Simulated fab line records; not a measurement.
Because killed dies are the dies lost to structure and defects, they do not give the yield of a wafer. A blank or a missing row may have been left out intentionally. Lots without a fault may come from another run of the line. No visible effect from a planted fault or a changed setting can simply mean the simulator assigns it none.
Matching of chambers || flow nand_harc || 4 sister chambers for NHARC_A_CONTACT_ETCH_102 on rie_diel-03
The step etches the open film in CF4/O2, target depth 100 nm, overetch 10 nm, time 55 s. 18 wafers are shown with their chamber, then 9 later ones without.

## WAFERS PAIRED WITH THEIR CHAMBERS
{"wafer": "L077.2", "chamber": 3, "showerhead_plenum_p_Torr (Torr)": 1.24, "drypump_motor_current_A (A)": 5.7, "oes_product_au (a.u.)": 0.997}
{"wafer": "L077.3", "chamber": 2, "showerhead_plenum_p_Torr (Torr)": 1.35, "drypump_motor_current_A (A)": 6.0, "oes_product_au (a.u.)": 1.008}
{"wafer": "L077.5", "chamber": 0, "showerhead_plenum_p_Torr (Torr)": 1.23, "drypump_motor_current_A (A)": 6.0, "oes_product_au (a.u.)": 1.005}
{"wafer": "L080.3", "chamber": 0, "showerhead_plenum_p_Torr (Torr)": 1.23, "drypump_motor_current_A (A)": 5.9, "oes_product_au (a.u.)": 1.006}
{"wafer": "L080.5", "chamber": 1, "showerhead_plenum_p_Torr (Torr)": 1.35, "drypump_motor_current_A (A)": 5.7, "oes_product_au (a.u.)": 0.989}
{"wafer": "L080.6", "chamber": 0, "showerhead_plenum_p_Torr (Torr)": 1.23, "drypump_motor_current_A (A)": 6.0, "oes_product_au (a.u.)": 1.003}
{"wafer": "L082.1", "chamber": 1, "showerhead_plenum_p_Torr (Torr)": 1.35, "drypump_motor_current_A (A)": 5.8, "oes_product_au (a.u.)": 0.994}
{"wafer": "L082.4", "chamber": 2, "showerhead_plenum_p_Torr (Torr)": 1.35, "drypump_motor_current_A (A)": 6.0, "oes_product_au (a.u.)": 0.996}
{"wafer": "L082.6", "chamber": 3, "showerhead_plenum_p_Torr (Torr)": 1.24, "drypump_motor_current_A (A)": 5.7, "oes_product_au (a.u.)": 1.000}
{"wafer": "L081.2", "chamber": 1, "showerhead_plenum_p_Torr (Torr)": 1.35, "drypump_motor_current_A (A)": 5.7, "oes_product_au (a.u.)": 1.000}
{"wafer": "L081.3", "chamber": 0, "showerhead_plenum_p_Torr (Torr)": 1.23, "drypump_motor_current_A (A)": 6.0, "oes_product_au (a.u.)": 1.007}
{"wafer": "L081.5", "chamber": 2, "showerhead_plenum_p_Torr (Torr)": 1.35, "drypump_motor_current_A (A)": 6.0, "oes_product_au (a.u.)": 1.008}
{"wafer": "L084.1", "chamber": 0, "showerhead_plenum_p_Torr (Torr)": 1.23, "drypump_motor_current_A (A)": 5.9, "oes_product_au (a.u.)": 1.000}
{"wafer": "L084.3", "chamber": 2, "showerhead_plenum_p_Torr (Torr)": 1.35, "drypump_motor_current_A (A)": 6.0, "oes_product_au (a.u.)": 1.008}
{"wafer": "L084.5", "chamber": 3, "showerhead_plenum_p_Torr (Torr)": 1.24, "drypump_motor_current_A (A)": 5.7, "oes_product_au (a.u.)": 1.001}
{"wafer": "L085.2", "chamber": 3, "showerhead_plenum_p_Torr (Torr)": 1.23, "drypump_motor_current_A (A)": 5.7, "oes_product_au (a.u.)": 1.005}
{"wafer": "L085.4", "chamber": 2, "showerhead_plenum_p_Torr (Torr)": 1.34, "drypump_motor_current_A (A)": 6.1, "oes_product_au (a.u.)": 1.004}
{"wafer": "L085.6", "chamber": 2, "showerhead_plenum_p_Torr (Torr)": 1.34, "drypump_motor_current_A (A)": 6.0, "oes_product_au (a.u.)": 1.014}

SIGNATURES (averages over the wafers above)
{"reading": "showerhead_plenum_p_Torr", "chamber 0": 1.2300, "chamber 1": 1.3500, "chamber 2": 1.3467, "chamber 3": 1.2375, "scatter within a chamber": 0.00386}
{"reading": "drypump_motor_current_A", "chamber 0": 5.960, "chamber 1": 5.733, "chamber 2": 6.017, "chamber 3": 5.700, "scatter within a chamber": 0.0439}
{"reading": "oes_product_au", "chamber 0": 1.00420, "chamber 1": 0.99433, "chamber 2": 1.00633, "chamber 3": 1.00075, "scatter within a chamber": 0.00466}
Rule: a wafer's distance from a chamber is the root of the sum, over the readings, of the square of ((its reading less the chamber's mean) divided by the reading's scatter). The wafer belongs to the nearest chamber; if the next one is less than 2 further off, it can't be placed. The scatter is the square root of a quotient: the sum, over the shown wafers, of each reading's squared deviation from its chamber's mean, divided by wafers minus chambers.

## WAFERS MISSING THEIR CHAMBER
{"wafer": "L091.1", "showerhead_plenum_p_Torr (Torr)": 1.35, "drypump_motor_current_A (A)": 5.8, "oes_product_au (a.u.)": 0.975}
{"wafer": "L091.4", "showerhead_plenum_p_Torr (Torr)": 1.23, "drypump_motor_current_A (A)": 5.7, "oes_product_au (a.u.)": 0.989}
{"wafer": "L091.5", "showerhead_plenum_p_Torr (Torr)": 1.34, "drypump_motor_current_A (A)": 6.0, "oes_product_au (a.u.)": 1.002}
{"wafer": "L093.2", "showerhead_plenum_p_Torr (Torr)": 1.23, "drypump_motor_current_A (A)": 5.7, "oes_product_au (a.u.)": 0.994}
{"wafer": "L093.3", "showerhead_plenum_p_Torr (Torr)": 1.44, "drypump_motor_current_A (A)": 5.9, "oes_product_au (a.u.)": 1.001}
{"wafer": "L093.6", "showerhead_plenum_p_Torr (Torr)": 1.44, "drypump_motor_current_A (A)": 5.9, "oes_product_au (a.u.)": 0.997}
{"wafer": "L094.4", "showerhead_plenum_p_Torr (Torr)": 1.34, "drypump_motor_current_A (A)": 6.0, "oes_product_au (a.u.)": 1.014}
{"wafer": "L094.5", "showerhead_plenum_p_Torr (Torr)": 1.44, "drypump_motor_current_A (A)": 6.0, "oes_product_au (a.u.)": 1.006}
{"wafer": "L094.6", "showerhead_plenum_p_Torr (Torr)": 1.23, "drypump_motor_current_A (A)": 5.7, "oes_product_au (a.u.)": 1.003}

## THE CHAMBER EACH PASSED THROUGH
{"wafer": "L091.1", "from the rows above": 1, "in truth": 1}
{"wafer": "L091.4", "from the rows above": 3, "in truth": 3}
{"wafer": "L091.5", "from the rows above": 2, "in truth": 2}
{"wafer": "L093.2", "from the rows above": 3, "in truth": 3}
{"wafer": "L093.3", "from the rows above": "can't be placed: 1 or 2", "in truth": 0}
{"wafer": "L093.6", "from the rows above": "can't be placed: 1 or 2", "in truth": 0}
{"wafer": "L094.4", "from the rows above": 2, "in truth": 2}
{"wafer": "L094.5", "from the rows above": "can't be placed: 2 or 1", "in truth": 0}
{"wafer": "L094.6", "from the rows above": 3, "in truth": 3}
Correctly placed: 6 of 9. From these rows, 3 cannot be placed; in 0 the true chamber is one of the candidates. 0 placed wrongly.
